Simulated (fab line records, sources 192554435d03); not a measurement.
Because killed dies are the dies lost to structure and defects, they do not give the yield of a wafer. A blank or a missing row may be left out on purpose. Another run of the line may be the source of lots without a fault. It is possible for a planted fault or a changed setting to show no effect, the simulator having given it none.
Lot-split experiment + flow n5Finfet + 7 lots, 39 wafers read, on a route of 1938 steps

== ON THE SPLIT ==
At N5_BEOL_M11_ALD_74 (deposits TaN, target thk 2 nm, pulse time 2 s, purge time 3 s), the setting aldCycles was moved away from the recipe's 40 on 18 of the 39 wafers read, by -50.0% to +40.0%. This setting was run at the recipe's value on the other wafers.

The reading comes from the split's own step.

== THE READING ==
TaN_of_BEOL_M11_ALD_74.thkNm (the simulator's own value, which no gauge read), in nm, at N5_BEOL_M11_ALD_74 (deposits TaN, target thk 2 nm, pulse time 2 s, purge time 3 s). The file gives no usual value for it.

| wafer  | tool, chamber at the split | aldCycles as run | against the recipe | TaN_of_BEOL_M11_ALD_74.thkNm, nm | against lot-mates on the recipe |
|--------|----------------------------|------------------|--------------------|----------------------------------|---------------------------------|
| L075.1 | aldMetal-03, 0,3,0         | 20               | -50.0%             | 1                                | -1.0                            |
| L075.4 | aldMetal-03, 0,3,0         | 20               | -50.0%             | 1                                | -1.0                            |
| L075.5 | aldMetal-03, 0,3,0         | 20               | -50.0%             | 1                                | -1.0                            |
| L075.2 | aldMetal-03, 2,1,3         | 40               | recipe             | 2                                | -                               |
| L075.3 | aldMetal-03, 2,1,3         | 40               | recipe             | 2                                | -                               |
| L075.6 | aldMetal-03, 2,1,3         | 40               | recipe             | 2                                | -                               |
| L078.1 | aldMetal-01, 0,2,1         | 40               | recipe             | 2                                | -                               |
| L078.2 | aldMetal-01, 0,2,1         | 40               | recipe             | 2                                | -                               |
| L078.6 | aldMetal-01, 0,2,1         | 40               | recipe             | 2                                | -                               |
| L078.3 | aldMetal-01, 1,3,0         | 29               | -27.5%             | 1.4                              | -0.6                            |
| L078.4 | aldMetal-01, 1,3,0         | 29               | -27.5%             | 1.4                              | -0.6                            |
| L078.5 | aldMetal-01, 1,3,0         | 29               | -27.5%             | 1.4                              | -0.6                            |
| L082.1 | aldMetal-02, 3,1,0         | 40               | recipe             | 2                                | -                               |
| L082.4 | aldMetal-02, 3,1,0         | 40               | recipe             | 2                                | -                               |
| L082.5 | aldMetal-02, 3,1,0         | 40               | recipe             | 2                                | -                               |
| L082.2 | aldMetal-02, 0,2,3         | 23               | -42.5%             | 1.2                              | -0.8                            |
| L082.3 | aldMetal-02, 0,2,3         | 23               | -42.5%             | 1.2                              | -0.8                            |
| L082.6 | aldMetal-02, 0,2,3         | 23               | -42.5%             | 1.2                              | -0.8                            |
| L086.1 | aldMetal-01, 0,3,0         | 48               | +20.0%             | 2.4                              | +0.4                            |
| L086.5 | aldMetal-01, 0,3,0         | 48               | +20.0%             | 2.4                              | +0.4                            |
| L086.6 | aldMetal-01, 0,3,0         | 48               | +20.0%             | 2.4                              | +0.4                            |
| L086.2 | aldMetal-01, 2,3,1         | 40               | recipe             | 2                                | -                               |
| L086.3 | aldMetal-01, 2,3,1         | 40               | recipe             | 2                                | -                               |
| L086.4 | aldMetal-01, 2,3,1         | 40               | recipe             | 2                                | -                               |
| L087.2 | aldMetal-02, 3,1,0         | 40               | recipe             | 2                                | -                               |
| L087.3 | aldMetal-02, 3,1,0         | 40               | recipe             | 2                                | -                               |
| L087.4 | aldMetal-02, 3,1,0         | 40               | recipe             | 2                                | -                               |
| L090.1 | aldMetal-02, 1,0,1         | 40               | recipe             | 2                                | -                               |
| L090.4 | aldMetal-02, 1,0,1         | 40               | recipe             | 2                                | -                               |
| L090.5 | aldMetal-02, 1,0,1         | 40               | recipe             | 2                                | -                               |
| L090.2 | aldMetal-02, 2,3,0         | 56               | +40.0%             | 2.8                              | +0.8                            |
| L090.3 | aldMetal-02, 2,3,0         | 56               | +40.0%             | 2.8                              | +0.8                            |
| L090.6 | aldMetal-02, 2,3,0         | 56               | +40.0%             | 2.8                              | +0.8                            |
| L096.1 | aldMetal-01, 3,0,3         | 21               | -47.5%             | 1                                | -1.0                            |
| L096.3 | aldMetal-01, 3,0,3         | 21               | -47.5%             | 1                                | -1.0                            |
| L096.6 | aldMetal-01, 3,0,3         | 21               | -47.5%             | 1                                | -1.0                            |
| L096.2 | aldMetal-01, 2,0,2         | 40               | recipe             | 2                                | -                               |
| L096.4 | aldMetal-01, 2,0,2         | 40               | recipe             | 2                                | -                               |
| L096.5 | aldMetal-01, 2,0,2         | 40               | recipe             | 2                                | -                               |
When a row names more than one chamber, that row covers several wafers, and the file does not tell which wafer ran in which chamber.

FIT RESULTS
A straight line over all 39 wafers: TaN_of_BEOL_M11_ALD_74.thkNm changes by +0.0201 nm for each +1% of aldCycles; r = +1.00; the points scatter about the line by 0.024 nm.
The same after taking each lot's own level away (the mean of its wafers on the recipe; 39 wafers): +0.0201 nm for each +1%; r = +1.00; scatter 0.024 nm.
Per that fit: largest aldCycles move, reading shift of 1 nm.
The lots' own levels span 2.00 to 2.00 nm.
Hence the lot-to-lot level has little effect on the slope; both slopes agree.
Check: for one of the wafers moved furthest among these (-50.0%), held out of the fit, the line's prediction against its lot-mates is -1.01 nm. Against them it came out at -1 nm.

== ADDITIONAL SPLITS CARRIED BY THESE WAFERS ==
Before the reading, these wafers also passed through other splits. Each is held against what the fit with the lots' levels taken away leaves over:
| other split on the same wafers  | wafers away from the commonest value | r with TaN_of_BEOL_M11_ALD_74.thkNm (lot level and that fit taken away) |
|---------------------------------|--------------------------------------|-------------------------------------------------------------------------|
| N5_FIN_SAQP_ETCH_65 timeS       | 12                                   | +0.16                                                                   |
| N5_BEOL_M0_SAQP_PECVD_96 timeS  | 12                                   | +0.22                                                                   |
| N5_BEOL_M1_PECVD_72 timeS       | 12                                   | +0.37                                                                   |
| N5_BEOL_M3_DESCUM_33 timeS      | 9                                    | +0.48                                                                   |
| N5_BEOL_M9_TRENCH_ETCH_37 timeS | 15                                   | +0.29                                                                   |

== THE FILE'S OWN FIT ==
TaN_of_BEOL_M11_ALD_74.thkNm changes by +0.0202 nm for each +1% of aldCycles, r = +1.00.
